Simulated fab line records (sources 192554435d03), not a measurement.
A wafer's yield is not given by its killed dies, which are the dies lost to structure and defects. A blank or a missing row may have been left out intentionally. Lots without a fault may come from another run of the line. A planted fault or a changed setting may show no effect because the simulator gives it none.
Which tool did it?	flow n5 finfet	Sampling: 11 lots, 33 wafers, 4 of 1938 route steps

## WHAT THE GAUGES SHOWED, per wafer
N5_PASSIVATION_CD_MEAS_30 targets a cd of 4000 nm.
lot	measured	on	cd nm (nm)
L681	day 12 05:34	cd sem-02	4000.3 4000.9 3998.7
L682	day 13 16:05	cd sem-01	4003.6 4003.3 4002.9
L684	day 13 17:22	cd sem-01	4000.1 3999.9 4000.2
L686	day 14 23:36	cd sem-02	4002.1 4001.9 4000.7
L690	day 14 10:58	cd sem-01	4001.3 4001.1 4000.0
L695	day 16 09:50	cd sem-02	3999.9 3999.7 4000.6
L696	day 16 20:49	cd sem-02	3999.9 4001.4 4000.8
L697	day 16 16:34	cd sem-01	4000.8 3998.9 3998.8
L698	day 17 15:58	cd sem-02	4003.4 4001.7 4001.6
L699	day 17 13:17	cd sem-03	3999.3 4000.5 4002.2
L704	day 19 03:32	cd sem-02	4000.6 3998.7 4000.1

## EACH LOT AND THE TOOL THAT RAN IT (in order: tool; ch and the chambers of the sampled wafers; start)
lot	N5_HKMG_FIN_WET_ETCH_87	N5_MIM_TOP_ETCH_PECVD_03	N5_PASSIVATION_PECVD_01
L681	wet bench-06 ch 0,4,6, day 4 11:03	pecvd-01 ch 1,2, day 12 01:26	pecvd-04 ch 0,1,2, day 12 02:57
L682	wet bench-01 ch 2,3,6, day 4 16:34	pecvd-03 ch 0,1, day 13 09:12	pecvd-03 ch 1,2, day 13 11:58
L684	wet bench-06 ch 0,1,7, day 5 09:16	pecvd-01 ch 0,1,2, day 13 13:10	pecvd-04 ch 0,1,2, day 13 14:40
L686	wet bench-06 ch 2,4,5, day 5 18:32	pecvd-03 ch 0,1, day 14 19:53	pecvd-03 ch 0,2, day 14 21:23
L690	wet bench-06 ch 2,4,5, day 6 14:22	pecvd-01 ch 0,1,2, day 14 06:35	pecvd-01 ch 0,1, day 14 08:16
L695	wet bench-03 ch 2,4,7, day 7 17:26	pecvd-01 ch 0,1,2, day 16 05:20	pecvd-01 ch 0,1,2, day 16 07:08
L696	wet bench-03 ch 3,5,6, day 8 00:48	pecvd-01 ch 0,1,2, day 16 15:38	pecvd-04 ch 0,1,2, day 16 17:05
L697	wet bench-01 ch 3,4,6, day 8 04:24	pecvd-03 ch 1,2, day 16 12:56	pecvd-01 ch 0,1,2, day 16 14:22
L698	wet bench-03 ch 0,3,4, day 8 13:29	pecvd-02 ch 0,2, day 17 11:17	pecvd-03 ch 0,1,2, day 17 12:40
L699	wet bench-03 ch 1,3,7, day 8 18:46	pecvd-02 ch 2, day 17 10:02	pecvd-03 ch 1,2, day 17 11:25
L704	wet bench-06 ch 1,2,4, day 10 01:20	pecvd-02 ch 0,1,2, day 18 23:04	pecvd-04 ch 0,2, day 19 00:27
- N5_HKMG_FIN_WET_ETCH_87: etches TiN in SC1, time 154.2 s, target depth 4.7 nm, rinse time 30 s.
- N5_MIM_TOP_ETCH_PECVD_03: deposits SiNx from SiH4/NH3/N2, target thk 20 nm, time 17.6 s.
- N5_PASSIVATION_PECVD_01: deposits SiNx from SiH4/NH3/N2, target thk 200 nm, time 43.2 s.

## AS READ BY THE TOOLS THEMSELVES (means over the sampled wafers that have a number; for cases with no such wafer, the mark the record gives instead)
N5_HKMG_FIN_WET_ETCH_87.
lot	tool	h2o2 flow mL min	rinse temp c (C)
L681	wet bench-06	69.81	23.08
L682	wet bench-01	69.88	22.94
L684	wet bench-06	69.73	22.96
L686	wet bench-06	69.79	23.03
L690	wet bench-06	69.90	23.05
L695	wet bench-03	69.73	23.03
L696	wet bench-03	69.78	23.11
L697	wet bench-01	69.78	23.01
L698	wet bench-03	69.83	23.03
L699	wet bench-03	69.77	22.96
L704	wet bench-06	69.82	22.97

N5_MIM_TOP_ETCH_PECVD_03.
lot	tool	heater power w (W)	showerhead plenum p Torr (Torr)	throttle valve pct (%)
L681	pecvd-01	809	5.16	38.7
L682	pecvd-03	745	5.17	41.5
L684	pecvd-01	841	5.19	39.9
L686	pecvd-03	756	5.17	41.4
L690	pecvd-01	749	5.19	40.1
L695	pecvd-01	799	5.18	39.9
L696	pecvd-01	815	5.17	40.0
L697	pecvd-03	683	5.15	38.6
L698	pecvd-02	835	5.14	40.9
L699	pecvd-02	718	5.20	42.0
L704	pecvd-02	812	5.16	40.0

N5_PASSIVATION_PECVD_01.
lot	tool	heater power w (W)	showerhead plenum p Torr (Torr)	throttle valve pct (%)
L681	pecvd-04	226	8.57	28.4
L682	pecvd-03	313	8.70	27.2
L684	pecvd-04	258	8.59	28.5
L686	pecvd-03	384	8.74	30.3
L690	pecvd-01	453	8.70	30.4
L695	pecvd-01	404	8.73	29.3
L696	pecvd-04	249	8.59	28.7
L697	pecvd-01	369	8.72	29.3
L698	pecvd-03	344	8.71	29.3
L699	pecvd-03	334	8.68	27.2
L704	pecvd-04	225	8.57	28.0

## THE ANSWER, worked out from the rows above alone
Rule: the usual values come from the lots themselves. Put in order of their means at a reading, lots are off if they are a third of the lots or fewer, leave a main group of 4 or more, and stand apart from it by a gap of 3 or more times the standard deviation of the main group's means; of several such gaps the widest counts. If all means in a main group match to the digits the tables above print for the reading, that group is not used. Also off: a lot with no number at a reading for which 4 or more lots have one. Where the step has rows for the other lots, those lots are counted as sound. After the gauges, taken in route order, come the tools' own readings; for these a lot's mean is taken, as printed above. At the first step where some lot is off, the reading lying furthest off is the one used; lots without a number count as furthest.
No lot is off at any reading shown: from this, nothing can be told.

## WHAT THE SIMULATOR HAD INSERTED
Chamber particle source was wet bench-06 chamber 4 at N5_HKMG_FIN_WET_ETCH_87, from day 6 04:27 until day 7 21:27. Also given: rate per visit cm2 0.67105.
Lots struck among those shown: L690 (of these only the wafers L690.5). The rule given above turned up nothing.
